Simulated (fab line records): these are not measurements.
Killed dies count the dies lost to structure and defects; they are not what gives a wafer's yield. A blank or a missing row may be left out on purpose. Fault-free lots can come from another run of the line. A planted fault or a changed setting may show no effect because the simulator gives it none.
A struck lot beside a sound one    flow n5_finfet    15 steps out of a route of 1938
Sound: wafers L335.1, L335.3, L335.4. Struck: wafers L344.2, L344.6. The cause comes at the end.
At each step with rows: each side's tool, then ch and its chambers, then its first start. Under that, the readings that differ: sound wafers    struck wafers    difference of the means    sigmas: that difference in standard deviations of wafers without a fault.
alike: a reading whose means differ by less than 2 such deviations, as well as words and numbers matching on both sides. not compared: withheld readings; readings where some wafer has no value; bounds like >300 that might hide an equal value; numbers whose values overlap and for which the record gives no deviation.
A row with sigmas, a row that says differs or no value, or rows on one side alone: a step with any of these is where the two part. When numbers do not overlap yet have no deviation, they are printed without sigmas and do not part them. Lack of a reading on every wafer of one side parts them only where that side has two or more wafers.

N5_BEOL_M8_STRIP_80: strips in N2/H2, time 10 s.
  sound on rie_diel-04 ch 0,1,3; struck on rie_diel-03 ch 1,2
  alike: drypump_motor_current_A, oes_product_au, rf_vpp_V, showerhead_plenum_p_Torr, throttle_valve_pct
  not compared: rf_hours_counter_h
N5_BEOL_M8_OCD_MEAS_38:
  struck on ocd-02, day 14 19:49; sound on ocd-01, day 11 06:02
  alike: trench_depth_nm
then, 4 steps without rows for these wafers: N5_BEOL_M8_HM_STRIP_39 (strips TiN in peroxide tin strip, target depth 25 nm, time 158 s); N5_BEOL_M8_SRD_40 (time 30 s); N5_BEOL_M8_PRECLEAN_42 (cleans in residue remover, time 60 s); N5_BEOL_M8_SRD_43 (time 30 s).
N5_BEOL_M8_CD_MEAS_35: the cd target is 40 nm.
  struck on cd_sem-03, day 14 20:05; sound on cd_sem-03, day 11 06:11
  alike: cd_nm
N5_BEOL_M8_CURE_75: cures SiCOH lowk, time 120 s.
  sound on uv_cure-03 ch 1, day 11 06:14; struck on uv_cure-02 ch 0, day 14 20:17
  alike: lamp_power_pct, wafer_temp_C_max
N5_BEOL_M8_DEGAS_44: time 60 s.
  struck on pvd_sputter-01, day 14 20:44; sound on pvd_sputter-01, day 11 06:50
  alike: heater_power_w
then, 1 step without rows for these wafers: N5_BEOL_M8_PRE_CLEAN_45 (time 30 s).
N5_BEOL_M8_ALD_77: deposits TaN, target thk 2 nm, pulse time 2 s, purge time 3 s.
  sound on ald_metal-04 ch 0,1,3, day 11 07:10; struck on ald_metal-03 ch 0, day 14 20:50
reading             sound        struck   difference  sigmas
heater_power_w (W)  444 398 343  514 510  +117        +2
  alike: mfc_carrier_sccm, precursor_vessel_carrier_sccm
N5_BEOL_M8_SURFACE_TREAT_79:
  struck on pvd_sputter-02, day 14 21:09; sound on pvd_sputter-01, day 11 08:55
  not compared: throttle_valve_pct
N5_BEOL_M8_CVD_78: deposits Co from CCTBA/H2, target thk 2 nm, time 142.3 s.
  sound on cvd_co-01 ch 0,1,2, day 11 09:13; struck on cvd_co-01 ch 0, day 14 21:13
reading           sound              struck       difference  sigmas
run_length_s (s)  165.1 165.1 164.4  109.5 110.6  -54.8       -99 or more
then, 1 step without rows for these wafers: N5_BEOL_M8_SPUTTER_48 (material Cu, target thk 10 nm, time 1.667 s).
-- a jump in the record: the struck wafers' starts before and after are 3 days apart (it breaks off in module BEOL_M8 and resumes in module PASSIVATION, where the first step shown is number 1936 of the route) --
N5_PASSIVATION_PROBE_49:
  struck on prober-02, day 17 18:23; sound on prober-02, day 14 08:02
  alike: defect_limited_yield, killed_at_M0_to_M3, killed_at_M4_up, killed_at_contacts, killed_at_front_end, killed_at_other, killed_dies, killed_open, killed_short, sort_bin_5_function, sort_bin_6_memory, sort_bin_8_speed, sort_n_pass, sort_yield_pct

WHERE THEY PART
Earliest at N5_BEOL_M8_ALD_77; latest, in this record, at N5_BEOL_M8_CVD_78. Later steps at which nothing parts them and some readings are alike: N5_PASSIVATION_PROBE_49.

WHY: what the simulator had put in
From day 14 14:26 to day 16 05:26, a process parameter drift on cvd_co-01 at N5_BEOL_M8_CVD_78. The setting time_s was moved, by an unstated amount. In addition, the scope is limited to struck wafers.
